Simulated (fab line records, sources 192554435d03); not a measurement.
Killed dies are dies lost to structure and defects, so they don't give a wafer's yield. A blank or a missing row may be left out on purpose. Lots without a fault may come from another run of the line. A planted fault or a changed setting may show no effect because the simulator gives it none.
A struck lot beside a sound one | flow n5_finfet | 36 steps out of a route of 1938
Sound: wafers L353.3, L353.4, L353.6. Struck: wafers L368.1, L368.3, L368.4. The cause comes at the end.
At each step with rows: each side's tool, then ch and its chambers, then its first start. Under that, the readings that differ: sound wafers | struck wafers | difference of the means | sigmas: that difference in standard deviations of wafers without a fault.
alike: readings whose means differ by less than 2 such deviations, and words and numbers that are the same on both sides. not compared: withheld readings, readings that some wafer has no value for, bounds like >300 that may hide the same value, and numbers for which the record gives no deviation and whose values overlap.
The two part at a step that has a row with sigmas, a row that says differs or no value, or rows on one side only. Numbers that don't overlap but have no deviation are shown without sigmas and don't part them. A reading that every wafer of one side lacks parts them only if that side has two wafers or more.

first, 11 steps without rows for these wafers: N5_MOL_CONTACT_COAG_STRIP_108 (strips in N2/H2); N5_MOL_CONTACT_COAG_CONTACT_ETCH_14 (etches SiO2 in C4F6/O2, target depth 27.5 nm, overetch 8.5 nm, time 20 s); N5_MOL_CONTACT_COAG_STRIP_109 (strips in C4F6/O2); N5_MOL_CONTACT_COAG_ETCH_15 (etches SiNx in CH3F/O2, stops on Si:P, target depth 7 nm); N5_MOL_CONTACT_COAG_ETCH_110 (etches Si in CF4/O2, target depth 2.5 nm, time 8 s); N5_MOL_CONTACT_COAG_STRIP_98 (strips in N2/H2); N5_MOL_CONTACT_COAG_IMPLANT_129; N5_MOL_CONTACT_COAG_PRECLEAN_111 (cleans in NF3:NH3, afs cycles 1, time 20 s, sublimation time 60 s); N5_MOL_CONTACT_COAG_TI_SIL_19 (material Ti, target thk 4.2 nm, time 15 s); N5_MOL_CONTACT_COAG_ALD_20 (deposits TiN, target thk 1.5 nm, pulse time 1 s, purge time 3 s); N5_MOL_CONTACT_COAG_SIL_ANNEAL_21 (time 60 s).
N5_MOL_CONTACT_COAG_PRE_CLEAN_141: time 60 s.
  sound on pvd_sputter-03, day 5 20:40; struck on pvd_sputter-03, day 9 12:04
  alike: heater_power_w, susceptor_temp_C
then, 23 steps without rows for these wafers: N5_MOL_CONTACT_COAG_SPUTTER_143 (material Co, target thk 2.5 nm); N5_MOL_CONTACT_COAG_CO_FILL_22 (material Co, precursor CCTBA/H2, target thk 20 nm); N5_MOL_CONTACT_COAG_ANNEAL_113 (time 300 s); N5_MOL_CONTACT_COAG_PRE_CLEAN_142 (time 60 s); N5_MOL_CONTACT_COAG_SPUTTER_130 (material Co, target thk 47.5 nm); N5_MOL_CONTACT_COAG_PRECLEAN_125 (cleans in DIW, time 57.5 s); N5_MOL_CONTACT_COAG_SRD_126 (dry time 32 s); N5_MOL_CONTACT_COAG_CMP_23 (polishes, stops on SiO2, t overpolish 1.5 s, target thk 0 nm); N5_MOL_CONTACT_COAG_WET_ETCH_26 (target Co, target depth 13 nm); N5_MOL_CONTACT_COAG_WET_ETCH_116 (etches the open film in SC1-inhibited, target depth 4.6 nm, rinse time 30 s); N5_MOL_CONTACT_COAG_ALD_27 (deposits SiOC, target thk 17 nm, pulse time 1.5 s, time 2720 s); N5_MOL_CONTACT_COAG_CMP_28 (polishes, stops on SiNx, t overpolish 0.85 s, target thk 14.522 nm); N5_MOL_CONTACT_COAG_ALD_123 (deposits SiNx, target thk 5 nm, pulse time 1 s, purge time 2 s); N5_MOL_CONTACT_COAG_PECVD_31 (deposits SiO2 from TEOS/O2, target thk 46 nm, time 8.9 s); N5_MOL_CONTACT_COAG_COAT_75 (time 60 s, resist thk 60 nm); N5_MOL_CONTACT_COAG_COAT_76 (time 60 s, resist thk 10 nm); N5_MOL_CONTACT_COAG_COAT_77 (time 60 s, resist thk 10 nm); N5_MOL_CONTACT_COAG_COAT_78 (resist thk 40 nm); N5_MOL_CONTACT_COAG_EBR_80; N5_MOL_CONTACT_COAG_SOFTBAKE_79 (time 60 s); N5_MOL_CONTACT_COAG_EXPOSE_81 (exposes mask VG, defocus 0 nm); N5_MOL_CONTACT_COAG_PEB_82 (peb time 60 s); N5_MOL_CONTACT_COAG_DEVELOP_83 (develop time 30 s).
-- the record jumps here: 7 days lie between the struck wafers' starts before and after (it left off in module MOL_CONTACT_COAG and takes up again in module PASSIVATION, whose first step shown is number 1936 of the route) --
N5_PASSIVATION_PROBE_49:
  the record has rows for the struck wafers here (prober-01, day 16 22:37) and none for the sound ones

WHERE THEY PART
Only at N5_PASSIVATION_PROBE_49, within this record.

WHY: what the simulator had put in
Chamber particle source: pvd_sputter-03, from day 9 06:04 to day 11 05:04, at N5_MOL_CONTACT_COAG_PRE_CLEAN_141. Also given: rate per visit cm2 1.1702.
